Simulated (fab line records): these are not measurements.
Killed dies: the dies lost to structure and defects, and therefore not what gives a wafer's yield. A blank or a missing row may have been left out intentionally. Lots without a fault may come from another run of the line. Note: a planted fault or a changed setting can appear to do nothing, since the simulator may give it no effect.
fab line records / flow nand-harc
record: lots: 6 wafers: 18 last-day: 34
route steps=1302 shown P_GATE@156
lots with no fault: from the same line, run without faults
start-h: hours from the record's first day to the start of the lot's first wafer shown / wait-h: time in hours since the lot's previous step / " unchanged from the row above / L1.1+2: a single row standing in for several wafers / - no value, or no start given / * or withheld: withheld / < > ~ a bound
route shown NAME@n: NAME is a module with steps in the file, n the number in the route of the first one / usual: mean/standard deviation of fault-free wafers / same: alike in all rows / chamber/n: place in a boat / sites: each site's reading / _std_site: standard deviation across them / _edge_site: the outer-site mean with the inner-site mean subtracted / radius-mm: how far each site lies from the wafer's centre / mask NAME#n: copy n / behind: the tool/chamber that last shaped the wafer / hold: reason for holding the lot/hours on hold/outcome of the hold / device: the transistor (n, p or np) that didn't switch / end of line: tests of these same wafers at the route's end / a step without rows: its recipe alone / killed: the dies lost at the first sort to structure and to defects; this is not the yield of the wafer / map: a wafer's dies, x killed, . not, _ none there
set.NAME: the setting the step ran with; set.NAME@STEP: the setting that earlier step ran with / model.NAME: the simulator's own value behind a step, which no gauge read
certain route steps with their lots: each step a table, each wafer a row
services: when a tool's chamber went out of use (start-h, in hours from the record's first day, below 0 if earlier), for how many hours, and the reason
== steps ==
step: NHARC_P_GATE_ETCHBACK_37
recipe: target-depth-a: 345 time-s: 17.2 chf3-flow-sccm: 50 o2-flow-sccm: 10 ar-flow-sccm: 200 rf-w: 500 bias-w: 200 chemistry: CHF3/O2
usual: chf3-flow-sccm: 49.99/0.13 drypump-motor-current-A: 5.5/0.35 oes-product-au: 0.95/0.033 rf-vpp-V: 370.7/2.2 showerhead-plenum-p-Torr: 2.41/0.099 throttle-valve-pct: 20.573/0.0092
lot.wafer=L861.2 tool=rie-diel-03 chamber=1 start-h=- wait-h=- chf3-flow-sccm=50.02 drypump-motor-current-A=6.0 oes-product-au=0.92 rf-hours-counter-h=1 rf-vpp-V=368.0 showerhead-plenum-p-Torr=2.31 throttle-valve-pct=20.566
lot.wafer=L861.4 tool=rie-diel-03 chamber=3 start-h=- wait-h=- chf3-flow-sccm=49.88 drypump-motor-current-A=5.1 oes-product-au=0.93 rf-hours-counter-h=- rf-vpp-V=370.2 showerhead-plenum-p-Torr=2.43 throttle-valve-pct=20.571
lot.wafer=L861.6 tool=rie-diel-03 chamber=1 start-h=- wait-h=- chf3-flow-sccm=50.26 drypump-motor-current-A=6.0 oes-product-au=0.91 rf-hours-counter-h=- rf-vpp-V=369.0 showerhead-plenum-p-Torr=2.31 throttle-valve-pct=20.596
lot.wafer=L868.2 tool=rie-diel-03 chamber=3 start-h=- wait-h=- chf3-flow-sccm=49.97 drypump-motor-current-A=5.1 oes-product-au=0.94 rf-hours-counter-h=6 rf-vpp-V=369.5 showerhead-plenum-p-Torr=2.42 throttle-valve-pct=20.565
lot.wafer=L868.4 tool=rie-diel-03 chamber=0 start-h=- wait-h=- chf3-flow-sccm=50.34 drypump-motor-current-A=5.3 oes-product-au=0.93 rf-hours-counter-h=4 rf-vpp-V=369.5 showerhead-plenum-p-Torr=2.35 throttle-valve-pct=20.584
lot.wafer=L868.5 tool=rie-diel-03 chamber=2 start-h=- wait-h=- chf3-flow-sccm=49.85 drypump-motor-current-A=5.3 oes-product-au=0.95 rf-hours-counter-h=- rf-vpp-V=369.1 showerhead-plenum-p-Torr=2.26 throttle-valve-pct=20.546
lot.wafer=L869.4 tool=rie-diel-01 chamber=2 start-h=- wait-h=- chf3-flow-sccm=50.03 drypump-motor-current-A=5.6 oes-product-au=0.99 rf-hours-counter-h=1 rf-vpp-V=370.3 showerhead-plenum-p-Torr=2.37 throttle-valve-pct=20.566
lot.wafer=L869.3 tool=rie-diel-01 chamber=3 start-h=- wait-h=- chf3-flow-sccm=50.06 drypump-motor-current-A=5.7 oes-product-au=0.99 rf-hours-counter-h=1 rf-vpp-V=373.6 showerhead-plenum-p-Torr=2.54 throttle-valve-pct=20.586
lot.wafer=L869.6 tool=rie-diel-01 chamber=2 start-h=- wait-h=- chf3-flow-sccm=49.95 drypump-motor-current-A=5.7 oes-product-au=0.99 rf-hours-counter-h=- rf-vpp-V=369.9 showerhead-plenum-p-Torr=2.37 throttle-valve-pct=20.574
lot.wafer=L878.3 tool=rie-diel-03 chamber=2 start-h=- wait-h=- chf3-flow-sccm=49.91 drypump-motor-current-A=5.3 oes-product-au=0.94 rf-hours-counter-h=0 rf-vpp-V=367.8 showerhead-plenum-p-Torr=2.25 throttle-valve-pct=20.566
lot.wafer=L878.5 tool=rie-diel-03 chamber=1 start-h=- wait-h=- chf3-flow-sccm=50.05 drypump-motor-current-A=6.0 oes-product-au=0.95 rf-hours-counter-h=- rf-vpp-V=368.4 showerhead-plenum-p-Torr=2.31 throttle-valve-pct=20.567
lot.wafer=L878.6 tool=rie-diel-03 chamber=2 start-h=- wait-h=- chf3-flow-sccm=50.11 drypump-motor-current-A=5.3 oes-product-au=0.94 rf-hours-counter-h=- rf-vpp-V=367.2 showerhead-plenum-p-Torr=2.25 throttle-valve-pct=20.579
lot.wafer=L879.4 tool=rie-diel-03 chamber=0 start-h=- wait-h=- chf3-flow-sccm=50.02 drypump-motor-current-A=5.3 oes-product-au=0.93 rf-hours-counter-h=1 rf-vpp-V=369.6 showerhead-plenum-p-Torr=2.35 throttle-valve-pct=20.564
lot.wafer=L879.2 tool=rie-diel-03 chamber=3 start-h=- wait-h=- chf3-flow-sccm=49.94 drypump-motor-current-A=5.1 oes-product-au=0.93 rf-hours-counter-h=1 rf-vpp-V=370.7 showerhead-plenum-p-Torr=2.42 throttle-valve-pct=20.581
lot.wafer=L879.6 tool=rie-diel-03 chamber=0 start-h=- wait-h=- chf3-flow-sccm=50.18 drypump-motor-current-A=5.3 oes-product-au=0.94 rf-hours-counter-h=- rf-vpp-V=369.4 showerhead-plenum-p-Torr=2.35 throttle-valve-pct=20.569
lot.wafer=L881.3 tool=rie-diel-01 chamber=1 start-h=- wait-h=- chf3-flow-sccm=50.09 drypump-motor-current-A=5.4 oes-product-au=0.94 rf-hours-counter-h=6 rf-vpp-V=372.7 showerhead-plenum-p-Torr=2.53 throttle-valve-pct=20.594
lot.wafer=L881.2 tool=rie-diel-01 chamber=0 start-h=- wait-h=- chf3-flow-sccm=49.89 drypump-motor-current-A=4.9 oes-product-au=0.92 rf-hours-counter-h=7 rf-vpp-V=373.1 showerhead-plenum-p-Torr=2.55 throttle-valve-pct=20.571
lot.wafer=L881.6 tool=rie-diel-01 chamber=2 start-h=- wait-h=- chf3-flow-sccm=49.87 drypump-motor-current-A=5.6 oes-product-au=0.93 rf-hours-counter-h=- rf-vpp-V=370.9 showerhead-plenum-p-Torr=2.37 throttle-valve-pct=20.575
step: NHARC_P_GATE_STRIP_101
recipe: time-s: 20 o2-flow-sccm: 500 ar-flow-sccm: 0 bias-w: 0 chemistry: O2
usual: drypump-motor-current-A: 5.5/0.36 oes-product-au: 1.000/0.0069 rf-vpp-V: 57.8/0.91 showerhead-plenum-p-Torr: 3.54/0.14 throttle-valve-pct: 17.036/0.0093
lot.wafer=L861.2 tool=rie-diel-03 chamber=3 start-h=141.42 wait-h=0.1 drypump-motor-current-A=5.1 oes-product-au=1.006 rf-hours-counter-h=1 rf-vpp-V=59.7 showerhead-plenum-p-Torr=3.56 throttle-valve-pct=17.037
lot.wafer=L861.4 tool=rie-diel-03 chamber=3 start-h=141.42 wait-h=0.1 drypump-motor-current-A=5.1 oes-product-au=1.008 rf-hours-counter-h=- rf-vpp-V=57.1 showerhead-plenum-p-Torr=3.56 throttle-valve-pct=17.049
lot.wafer=L861.6 tool=rie-diel-03 chamber=3 start-h=141.42 wait-h=0.1 drypump-motor-current-A=5.1 oes-product-au=1.005 rf-hours-counter-h=- rf-vpp-V=57.5 showerhead-plenum-p-Torr=3.56 throttle-valve-pct=17.051
lot.wafer=L868.2 tool=rie-diel-03 chamber=0 start-h=204.83 wait-h=0.1 drypump-motor-current-A=5.3 oes-product-au=1.001 rf-hours-counter-h=4 rf-vpp-V=57.9 showerhead-plenum-p-Torr=3.45 throttle-valve-pct=17.033
lot.wafer=L868.4 tool=rie-diel-03 chamber=1 start-h=204.83 wait-h=0.1 drypump-motor-current-A=6.0 oes-product-au=0.997 rf-hours-counter-h=5 rf-vpp-V=59.0 showerhead-plenum-p-Torr=3.40 throttle-valve-pct=17.043
lot.wafer=L868.5 tool=rie-diel-03 chamber=2 start-h=204.83 wait-h=0.1 drypump-motor-current-A=5.3 oes-product-au=1.000 rf-hours-counter-h=- rf-vpp-V=58.1 showerhead-plenum-p-Torr=3.32 throttle-valve-pct=17.030
lot.wafer=L869.3 tool=rie-diel-01 chamber=0 start-h=219.41 wait-h=0.1 drypump-motor-current-A=4.9 oes-product-au=0.994 rf-hours-counter-h=0 rf-vpp-V=57.3 showerhead-plenum-p-Torr=3.74 throttle-valve-pct=17.028
lot.wafer=L869.4 tool=rie-diel-01 chamber=1 start-h=219.41 wait-h=0.1 drypump-motor-current-A=5.4 oes-product-au=1.005 rf-hours-counter-h=0 rf-vpp-V=58.9 showerhead-plenum-p-Torr=3.71 throttle-valve-pct=17.038
lot.wafer=L869.6 tool=rie-diel-01 chamber=3 start-h=219.41 wait-h=0.1 drypump-motor-current-A=5.8 oes-product-au=0.985 rf-hours-counter-h=- rf-vpp-V=58.1 showerhead-plenum-p-Torr=3.72 throttle-valve-pct=17.041
lot.wafer=L878.3 tool=rie-diel-03 chamber=2 start-h=307.03 wait-h=0.1 drypump-motor-current-A=5.3 oes-product-au=0.999 rf-hours-counter-h=0 rf-vpp-V=57.2 showerhead-plenum-p-Torr=3.32 throttle-valve-pct=17.039
lot.wafer=L878.6 tool=rie-diel-03 chamber=1 start-h=307.03 wait-h=0.1 drypump-motor-current-A=6.0 oes-product-au=1.003 rf-hours-counter-h=- rf-vpp-V=57.7 showerhead-plenum-p-Torr=3.40 throttle-valve-pct=17.032
lot.wafer=L878.5 tool=rie-diel-03 chamber=2 start-h=307.03 wait-h=0.1 drypump-motor-current-A=5.3 oes-product-au=0.999 rf-hours-counter-h=- rf-vpp-V=58.6 showerhead-plenum-p-Torr=3.32 throttle-valve-pct=17.048
lot.wafer=L879.2 tool=rie-diel-03 chamber=0 start-h=315.36 wait-h=0.1 drypump-motor-current-A=5.3 oes-product-au=1.009 rf-hours-counter-h=1 rf-vpp-V=57.1 showerhead-plenum-p-Torr=3.45 throttle-valve-pct=17.045
lot.wafer=L879.4 tool=rie-diel-03 chamber=2 start-h=315.36 wait-h=0.1 drypump-motor-current-A=5.3 oes-product-au=0.996 rf-hours-counter-h=1 rf-vpp-V=58.0 showerhead-plenum-p-Torr=3.31 throttle-valve-pct=17.038
lot.wafer=L879.6 tool=rie-diel-03 chamber=1 start-h=315.36 wait-h=0.1 drypump-motor-current-A=6.0 oes-product-au=1.000 rf-hours-counter-h=- rf-vpp-V=57.1 showerhead-plenum-p-Torr=3.40 throttle-valve-pct=17.027
lot.wafer=L881.3 tool=rie-diel-01 chamber=3 start-h=334.66 wait-h=0.1 drypump-motor-current-A=5.7 oes-product-au=1.005 rf-hours-counter-h=7 rf-vpp-V=58.3 showerhead-plenum-p-Torr=3.72 throttle-valve-pct=17.040
lot.wafer=L881.2 tool=rie-diel-01 chamber=1 start-h=334.66 wait-h=0.1 drypump-motor-current-A=5.4 oes-product-au=1.008 rf-hours-counter-h=6 rf-vpp-V=56.3 showerhead-plenum-p-Torr=3.71 throttle-valve-pct=17.044
lot.wafer=L881.6 tool=rie-diel-01 chamber=3 start-h=334.66 wait-h=0.1 drypump-motor-current-A=5.7 oes-product-au=0.996 rf-hours-counter-h=- rf-vpp-V=55.6 showerhead-plenum-p-Torr=3.72 throttle-valve-pct=17.042
step: NHARC_P_GATE_PRECLEAN_97
recipe: time-s: 600 temp-c: 120 chemistry: SPM
step: NHARC_P_GATE_SRD_98
step: NHARC_P_GATE_PRECLEAN_99
recipe: time-s: * temp-c: 50 bath-age-min: 0 chemistry: SC1
step: NHARC_P_GATE_SRD_100
step: NHARC_P_GATE_DEHYDRATE_38
recipe: temp-c: 150 time-s: 120
step: NHARC_P_GATE_HMDS_39
recipe: time-s: 30
step: NHARC_P_GATE_COAT_40
recipe: spin-rpm: 3000
step: NHARC_P_GATE_SOFTBAKE_41
recipe: temp-c: 122 time-s: 95
step: NHARC_P_GATE_EBR_42
step: NHARC_P_GATE_EXPOSE_43
recipe: na: 0.6 target-cd-nm: 720 dose-mj: 14.81 mask-id: P_NSD
step: NHARC_P_GATE_PEB_44
recipe: peb-temp-c: 118 peb-time-s: 85
usual: heater-power-total-W: 163.96/0.28 plate-temp-C: 117.98/0.13
lot.wafer=L861.2 tool=litho-track-03 chamber=0 start-h=142.22 wait-h=0.1 heater-power-total-W=163.75 plate-temp-C=118.00
lot.wafer=L861.4 tool=litho-track-03 chamber=0 start-h=142.22 wait-h=0.1 heater-power-total-W=163.70 plate-temp-C=117.91
lot.wafer=L861.6 tool=litho-track-03 chamber=0 start-h=142.22 wait-h=0.1 heater-power-total-W=164.29 plate-temp-C=117.94
lot.wafer=L868.2 tool=litho-track-07 chamber=0 start-h=205.53 wait-h=0.1 heater-power-total-W=156.89 plate-temp-C=114.12
lot.wafer=L868.4 tool=litho-track-07 chamber=0 start-h=205.53 wait-h=0.1 heater-power-total-W=157.16 plate-temp-C=114.27
lot.wafer=L868.5 tool=litho-track-07 chamber=0 start-h=205.53 wait-h=0.1 heater-power-total-W=156.94 plate-temp-C=114.18
lot.wafer=L869.3 tool=litho-track-07 chamber=0 start-h=220.12 wait-h=0.1 heater-power-total-W=157.48 plate-temp-C=114.38
lot.wafer=L869.4 tool=litho-track-07 chamber=0 start-h=220.12 wait-h=0.1 heater-power-total-W=156.92 plate-temp-C=114.50
lot.wafer=L869.6 tool=litho-track-07 chamber=0 start-h=220.12 wait-h=0.1 heater-power-total-W=157.18 plate-temp-C=114.61
lot.wafer=L878.3 tool=litho-track-07 chamber=0 start-h=307.86 wait-h=0.1 heater-power-total-W=164.24 plate-temp-C=117.94
lot.wafer=L878.5 tool=litho-track-07 chamber=0 start-h=307.86 wait-h=0.1 heater-power-total-W=163.75 plate-temp-C=117.86
lot.wafer=L878.6 tool=litho-track-07 chamber=0 start-h=307.86 wait-h=0.1 heater-power-total-W=163.69 plate-temp-C=117.91
lot.wafer=L879.2 tool=litho-track-05 chamber=0 start-h=316.07 wait-h=0.1 heater-power-total-W=164.46 plate-temp-C=117.98
lot.wafer=L879.4 tool=litho-track-05 chamber=0 start-h=316.07 wait-h=0.1 heater-power-total-W=163.64 plate-temp-C=117.84
lot.wafer=L879.6 tool=litho-track-05 chamber=0 start-h=316.07 wait-h=0.1 heater-power-total-W=163.87 plate-temp-C=117.98
lot.wafer=L881.2 tool=litho-track-07 chamber=0 start-h=335.46 wait-h=0.1 heater-power-total-W=164.45 plate-temp-C=118.18
lot.wafer=L881.3 tool=litho-track-07 chamber=0 start-h=335.46 wait-h=0.1 heater-power-total-W=164.12 plate-temp-C=118.00
lot.wafer=L881.6 tool=litho-track-07 chamber=0 start-h=335.46 wait-h=0.1 heater-power-total-W=164.29 plate-temp-C=117.80
step: NHARC_P_GATE_DEVELOP_45
recipe: time-s: 70
step: NHARC_P_GATE_CD_MEAS_46
recipe: target-cd-nm: 720 landing-energy-ev: 500
usual: cd-nm: 720.5/1.2
lot.wafer=L861.2 tool=cd-sem-02 chamber=0 start-h=142.31 wait-h=- cd-nm=719.8
lot.wafer=L861.4 tool=cd-sem-02 chamber=0 start-h=142.31 wait-h=- cd-nm=718.8
lot.wafer=L861.6 tool=cd-sem-02 chamber=0 start-h=142.31 wait-h=- cd-nm=719.5
lot.wafer=L868.2 tool=cd-sem-02 chamber=0 start-h=205.62 wait-h=- cd-nm=714.6
lot.wafer=L868.4 tool=cd-sem-02 chamber=0 start-h=205.62 wait-h=- cd-nm=714.7
lot.wafer=L868.5 tool=cd-sem-02 chamber=0 start-h=205.62 wait-h=- cd-nm=712.6
lot.wafer=L869.3 tool=cd-sem-03 chamber=0 start-h=220.22 wait-h=- cd-nm=711.8
lot.wafer=L869.4 tool=cd-sem-03 chamber=0 start-h=220.22 wait-h=- cd-nm=712.2
lot.wafer=L869.6 tool=cd-sem-03 chamber=0 start-h=220.22 wait-h=- cd-nm=711.4
lot.wafer=L878.3 tool=cd-sem-01 chamber=0 start-h=307.95 wait-h=- cd-nm=721.3
lot.wafer=L878.5 tool=cd-sem-01 chamber=0 start-h=307.95 wait-h=- cd-nm=721.5
lot.wafer=L878.6 tool=cd-sem-01 chamber=0 start-h=307.95 wait-h=- cd-nm=721.6
lot.wafer=L879.2 tool=cd-sem-01 chamber=0 start-h=316.16 wait-h=- cd-nm=721.0
lot.wafer=L879.4 tool=cd-sem-01 chamber=0 start-h=316.16 wait-h=- cd-nm=720.3
lot.wafer=L879.6 tool=cd-sem-01 chamber=0 start-h=316.16 wait-h=- cd-nm=721.9
lot.wafer=L881.2 tool=cd-sem-02 chamber=0 start-h=335.55 wait-h=- cd-nm=721.1
lot.wafer=L881.3 tool=cd-sem-02 chamber=0 start-h=335.55 wait-h=- cd-nm=721.3
lot.wafer=L881.6 tool=cd-sem-02 chamber=0 start-h=335.55 wait-h=- cd-nm=720.7
step: NHARC_P_GATE_HARDBAKE_47
recipe: temp-c: 125 time-s: 80
step: NHARC_P_GATE_DESCUM_48
recipe: time-s: 3 o2-flow-sccm: 200 ar-flow-sccm: 0 bias-power-w: 0 chemistry: O2
usual: drypump-motor-current-A: 5.6/0.34 oes-product-au: 0.998/0.0071 rf-vpp-V: 57.8/0.97 showerhead-plenum-p-Torr: 1.91/0.078 throttle-valve-pct: 11.311/0.0096
lot.wafer=L861.4 tool=rie-diel-11 chamber=0 start-h=142.48 wait-h=- drypump-motor-current-A=5.9 oes-product-au=1.013 rf-hours-counter-h=3.1 rf-vpp-V=58.8 showerhead-plenum-p-Torr=1.93 throttle-valve-pct=11.312 model.P_GATE.cd-nm=718.7
lot.wafer=L861.2 tool=rie-diel-11 chamber=2 start-h=142.48 wait-h=- drypump-motor-current-A=5.9 oes-product-au=1.002 rf-hours-counter-h=3.6 rf-vpp-V=57.5 showerhead-plenum-p-Torr=1.84 throttle-valve-pct=11.308 model.P_GATE.cd-nm=720.1
lot.wafer=L861.6 tool=rie-diel-11 chamber=0 start-h=142.48 wait-h=- drypump-motor-current-A=5.9 oes-product-au=1.010 rf-hours-counter-h=- rf-vpp-V=57.1 showerhead-plenum-p-Torr=1.93 throttle-valve-pct=11.309 model.P_GATE.cd-nm=719.4
lot.wafer=L868.4 tool=rie-diel-03 chamber=1 start-h=205.78 wait-h=- drypump-motor-current-A=6.0 oes-product-au=0.991 rf-hours-counter-h=5.2 rf-vpp-V=56.9 showerhead-plenum-p-Torr=1.84 throttle-valve-pct=11.301 model.P_GATE.cd-nm=714.1
lot.wafer=L868.2 tool=rie-diel-03 chamber=2 start-h=205.78 wait-h=- drypump-motor-current-A=5.3 oes-product-au=0.989 rf-hours-counter-h=6.2 rf-vpp-V=57.8 showerhead-plenum-p-Torr=1.79 throttle-valve-pct=11.300 model.P_GATE.cd-nm=714.7
lot.wafer=L868.5 tool=rie-diel-03 chamber=1 start-h=205.78 wait-h=- drypump-motor-current-A=6.0 oes-product-au=0.992 rf-hours-counter-h=- rf-vpp-V=57.8 showerhead-plenum-p-Torr=1.84 throttle-valve-pct=11.302 model.P_GATE.cd-nm=712.6
lot.wafer=L869.3 tool=rie-diel-03 chamber=1 start-h=220.39 wait-h=- drypump-motor-current-A=6.0 oes-product-au=1.001 rf-hours-counter-h=6.1 rf-vpp-V=56.9 showerhead-plenum-p-Torr=1.84 throttle-valve-pct=11.318 model.P_GATE.cd-nm=711.9
lot.wafer=L869.4 tool=rie-diel-03 chamber=3 start-h=220.39 wait-h=- drypump-motor-current-A=5.1 oes-product-au=1.000 rf-hours-counter-h=6.5 rf-vpp-V=58.2 showerhead-plenum-p-Torr=1.93 throttle-valve-pct=11.326 model.P_GATE.cd-nm=712.4
lot.wafer=L869.6 tool=rie-diel-03 chamber=1 start-h=220.39 wait-h=- drypump-motor-current-A=6.0 oes-product-au=1.006 rf-hours-counter-h=- rf-vpp-V=56.6 showerhead-plenum-p-Torr=1.84 throttle-valve-pct=11.305 model.P_GATE.cd-nm=711.1
lot.wafer=L878.3 tool=rie-diel-11 chamber=0 start-h=308.13 wait-h=- drypump-motor-current-A=5.9 oes-product-au=1.014 rf-hours-counter-h=2.0 rf-vpp-V=56.8 showerhead-plenum-p-Torr=1.93 throttle-valve-pct=11.332 model.P_GATE.cd-nm=721.9
lot.wafer=L878.6 tool=rie-diel-11 chamber=2 start-h=308.13 wait-h=- drypump-motor-current-A=5.9 oes-product-au=1.007 rf-hours-counter-h=- rf-vpp-V=57.9 showerhead-plenum-p-Torr=1.83 throttle-valve-pct=11.316 model.P_GATE.cd-nm=721.8
lot.wafer=L878.5 tool=rie-diel-11 chamber=3 start-h=308.13 wait-h=- drypump-motor-current-A=5.4 oes-product-au=1.000 rf-hours-counter-h=- rf-vpp-V=57.6 showerhead-plenum-p-Torr=1.84 throttle-valve-pct=11.293 model.P_GATE.cd-nm=721.3
lot.wafer=L879.4 tool=rie-diel-01 chamber=1 start-h=316.32 wait-h=- drypump-motor-current-A=5.4 oes-product-au=1.000 rf-hours-counter-h=6.0 rf-vpp-V=57.9 showerhead-plenum-p-Torr=2.02 throttle-valve-pct=11.316 model.P_GATE.cd-nm=719.6
lot.wafer=L879.2 tool=rie-diel-01 chamber=3 start-h=316.32 wait-h=- drypump-motor-current-A=5.8 oes-product-au=0.995 rf-hours-counter-h=7.0 rf-vpp-V=58.2 showerhead-plenum-p-Torr=2.02 throttle-valve-pct=11.304 model.P_GATE.cd-nm=721
lot.wafer=L879.6 tool=rie-diel-01 chamber=2 start-h=316.32 wait-h=- drypump-motor-current-A=5.6 oes-product-au=0.994 rf-hours-counter-h=- rf-vpp-V=56.4 showerhead-plenum-p-Torr=1.89 throttle-valve-pct=11.297 model.P_GATE.cd-nm=721.7
lot.wafer=L881.2 tool=rie-diel-03 chamber=1 start-h=335.71 wait-h=- drypump-motor-current-A=6.0 oes-product-au=0.998 rf-hours-counter-h=2.9 rf-vpp-V=58.2 showerhead-plenum-p-Torr=1.84 throttle-valve-pct=11.311 model.P_GATE.cd-nm=720.8
lot.wafer=L881.3 tool=rie-diel-03 chamber=2 start-h=335.71 wait-h=- drypump-motor-current-A=5.3 oes-product-au=0.992 rf-hours-counter-h=2.4 rf-vpp-V=56.5 showerhead-plenum-p-Torr=1.79 throttle-valve-pct=11.308 model.P_GATE.cd-nm=721.1
lot.wafer=L881.6 tool=rie-diel-03 chamber=2 start-h=335.71 wait-h=- drypump-motor-current-A=5.3 oes-product-au=1.003 rf-hours-counter-h=- rf-vpp-V=57.3 showerhead-plenum-p-Torr=1.79 throttle-valve-pct=11.307 model.P_GATE.cd-nm=720.7
step: NHARC_P_GATE_IMPLANT_49
recipe: energy-kev: 30 dose-cm2: 3e+15 tilt-deg: 7
== services ==
tool=litho-track-05 chamber=- start-h=124.00 hours=7.0 kind=pm
tool=rie-diel-03 chamber=0 start-h=137.80 hours=- kind=clean
tool=rie-diel-03 chamber=1 start-h=137.80 hours=- kind=clean
tool=rie-diel-03 chamber=2 start-h=137.80 hours=- kind=clean
tool=rie-diel-03 chamber=3 start-h=137.80 hours=- kind=clean
tool=rie-diel-03 chamber=2 start-h=140.20 hours=8.8 kind=repair
tool=rie-diel-03 chamber=0 start-h=140.22 hours=7.3 kind=repair
tool=rie-diel-03 chamber=0 start-h=162.30 hours=- kind=clean
tool=rie-diel-03 chamber=1 start-h=162.30 hours=- kind=clean
tool=rie-diel-11 chamber=1 start-h=179.52 hours=4.2 kind=repair
tool=rie-diel-11 chamber=3 start-h=189.08 hours=8.6 kind=repair
tool=rie-diel-01 chamber=- start-h=196.79 hours=0.6 kind=repair
tool=rie-diel-11 chamber=3 start-h=202.24 hours=6.2 kind=repair
tool=rie-diel-01 chamber=- start-h=203.83 hours=9.0 kind=pm
tool=litho-track-07 chamber=- start-h=251.00 hours=7.0 kind=pm
tool=rie-diel-11 chamber=- start-h=255.53 hours=9.0 kind=pm
tool=rie-diel-01 chamber=3 start-h=260.05 hours=2.4 kind=repair
tool=rie-diel-01 chamber=0 start-h=271.69 hours=7.7 kind=repair
tool=litho-track-03 chamber=- start-h=275.00 hours=7.0 kind=pm
tool=rie-diel-03 chamber=- start-h=281.30 hours=9.0 kind=pm
tool=litho-track-05 chamber=- start-h=299.00 hours=7.0 kind=pm
tool=rie-diel-01 chamber=- start-h=321.52 hours=0.3 kind=repair
tool=rie-diel-03 chamber=1 start-h=324.51 hours=2.9 kind=repair
tool=rie-diel-11 chamber=3 start-h=330.17 hours=27.5 kind=repair
== key ==
first-sign: step: NHARC_P_GATE_PEB_44 reading: plate-temp-C direction: down sigmas: 28 usual: * struck: *
effect: step: NHARC_P_GATE_PEB_44 reading: heater-power-total-W direction: down sigmas: 25 usual: * struck: *
effect: step: NHARC_P_GATE_CD_MEAS_46 reading: cd-nm direction: down sigmas: 6.2 usual: 720.5 struck: 712.9
model-effect: step: NHARC_P_GATE_DESCUM_48 value: P_GATE.cd-nm without: 719.7 struck: 712.8
met-at NHARC_P_GATE_PEB_44
struck-wafers L868.2,L868.4,L868.5,L869.3,L869.4,L869.6
tester-left-out L868,L869
fault: kind: process-parameter-drift tool: litho-track-07 chamber: - onset-h: 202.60 steps: NHARC_P_GATE_PEB_44 channel: peb-temp-c offset: * shape: step end-h: 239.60 acts-in: * stated: *
tester-left-out: of these lots the tester's yield and bins aren't shown, on N5 and GAA mostly nor the transistor test; their killed dies are dies lost to structure and defects alone, not to doping, threshold or leakage, so they don't give the yield
